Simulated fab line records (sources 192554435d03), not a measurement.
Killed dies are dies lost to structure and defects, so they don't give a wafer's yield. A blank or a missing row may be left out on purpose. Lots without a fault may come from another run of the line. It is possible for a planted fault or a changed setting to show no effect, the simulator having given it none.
A struck lot beside a sound one :: flow n5-finfet :: 15 steps out of a route of 1938
Sound: the wafers L615.4, L615.5, L615.6. Struck: wafer L634.1. (L634.3, L634.5 of the same lot were not struck and are left out.) The cause comes at the end.
For every step that has rows: the tool of each side, followed by ch and its chambers, followed by its first start. Under that, the readings that differ: sound wafers :: struck wafers :: difference of the means :: sigmas: that difference in standard deviations of wafers without a fault.
alike: words and numbers the same on both sides, and readings whose means are apart by under 2 such deviations; not compared: readings that were withheld, readings missing a value for some wafer, numbers with overlapping values and no deviation given by the record, and bounds like >300 which may hide the same value.
The two part at a step that has a row with sigmas, a row that says differs or no value, or rows on one side only. Numbers that have no deviation but don't overlap get no sigmas and don't part them. A reading that every wafer of one side lacks parts them only if that side has two wafers or more.

first, 5 steps without rows for these wafers: N5_BEOL_M10_EBR_24; N5_BEOL_M10_SOFTBAKE_23 (time 60 s); N5_BEOL_M10_EXPOSE_25 (exposes mask V9); N5_BEOL_M10_PEB_26 (peb time 60 s); N5_BEOL_M10_DEVELOP_27 (develop time 30 s).
N5_BEOL_M10_CD_MEAS_28: the cd target is 70 nm.
  sound on cd-sem-03 ch 0, day 9 22:51; struck on cd-sem-02 ch 0, day 15 11:23
  alike: cd-nm
N5_BEOL_M10_OVL_MEAS_29:
  sound on overlay-02 ch 0, day 9 22:53; struck on overlay-01 ch 0, day 15 11:25
  alike: V9_OVL
N5_BEOL_M10_INSPECT_30: inspects for defects (brightfield).
  sound on defect-inspect-01, day 9 22:54; struck on defect-inspect-02, day 15 11:27
reading: raw-defect-count
sound: 688 460 431
struck: 332
difference: -194
sigmas: -2
N5_BEOL_M10_DESCUM_33: chemistry O2, time 7.9 s.
  sound on rie-diel-01 ch 1,2, day 9 23:14; struck on rie-diel-05 ch 0, day 15 11:32
reading: showerhead-plenum-p-Torr (Torr)
sound: 2.22 2.22 2.09
struck: 2.01
difference: -0.17
sigmas: -3
  alike: drypump-motor-current-A, oes-product-au, rf-vpp-V, throttle-valve-pct
  not compared: rf-hours-counter-h
N5_BEOL_M10_ETCH_65: etches SiARC in CF4, target depth 39 nm, time 65 s.
  sound on rie-diel-01 ch 1,2, day 9 23:17; struck on rie-diel-05 ch 0, day 15 11:34
reading: etch-rf-on-time-s (s)
sound: 67.0 67.1 70.2
struck: 61.5
difference: -6.6
sigmas: -2

reading: rf-vpp-V (V)
sound: 186.2 186.6 185.3
struck: 183.2
difference: -2.8
sigmas: -3

reading: showerhead-plenum-p-Torr (Torr)
sound: 2.27 2.26 2.15
struck: 2.07
difference: -0.16
sigmas: -3
  alike: drypump-motor-current-A, oes-product-au, throttle-valve-pct
  not compared: rf-hours-counter-h
N5_BEOL_M10_ETCH_66: etches SOC in N2/H2, target depth 120 nm, overetch 24 nm, time 180 s.
  sound on rie-diel-01 ch 1,2, day 9 23:20; struck on rie-diel-05 ch 0, day 15 11:37
reading: rf-vpp-V (V)
sound: 527.9 528.4 524.6
struck: 520.6
difference: -6.4
sigmas: -3

reading: showerhead-plenum-p-Torr (Torr)
sound: 2.71 2.71 2.57
struck: 2.44
difference: -0.22
sigmas: -3
  alike: drypump-motor-current-A, oes-product-au, run-length-s, throttle-valve-pct
  not compared: rf-hours-counter-h
then, 1 step without rows for these wafers: N5_BEOL_M10_STRIP_69 (strips in N2/H2).
N5_BEOL_M10_VIA_ETCH_34: etches SiCOH lowk in C4F6/O2, target depth 184.5 nm, time 69.2 s.
  sound on rie-diel-01 ch 1,2, day 9 23:27; struck on rie-diel-05 ch 0, day 15 11:44
reading: rf-vpp-V (V)
sound: 685 685 680
struck: 654
difference: -29
sigmas: -2

reading: run-length-s (s)
sound: 92.0 91.9 93.0
struck: 88.6
difference: -3.7
sigmas: -11

reading: showerhead-plenum-p-Torr (Torr)
sound: 3.01 3.01 2.85
struck: 2.76
difference: -0.20
sigmas: -2
  alike: O2_flow_sccm, drypump-motor-current-A, oes-product-au, throttle-valve-pct
  not compared: rf-hours-counter-h, model.etch.depth-nm, model.SOC_of_BEOL_M10_COAT_63.thk-nm
then, 2 steps without rows for these wafers: N5_BEOL_M10_STRIP_73 (strips in C4F6/O2); N5_PASSIVATION_PROBE_49.

== WHERE THEY PART ==
Earliest at N5_BEOL_M10_INSPECT_30; latest, in this record, at N5_BEOL_M10_VIA_ETCH_34.

WHY: the cause the simulator had injected
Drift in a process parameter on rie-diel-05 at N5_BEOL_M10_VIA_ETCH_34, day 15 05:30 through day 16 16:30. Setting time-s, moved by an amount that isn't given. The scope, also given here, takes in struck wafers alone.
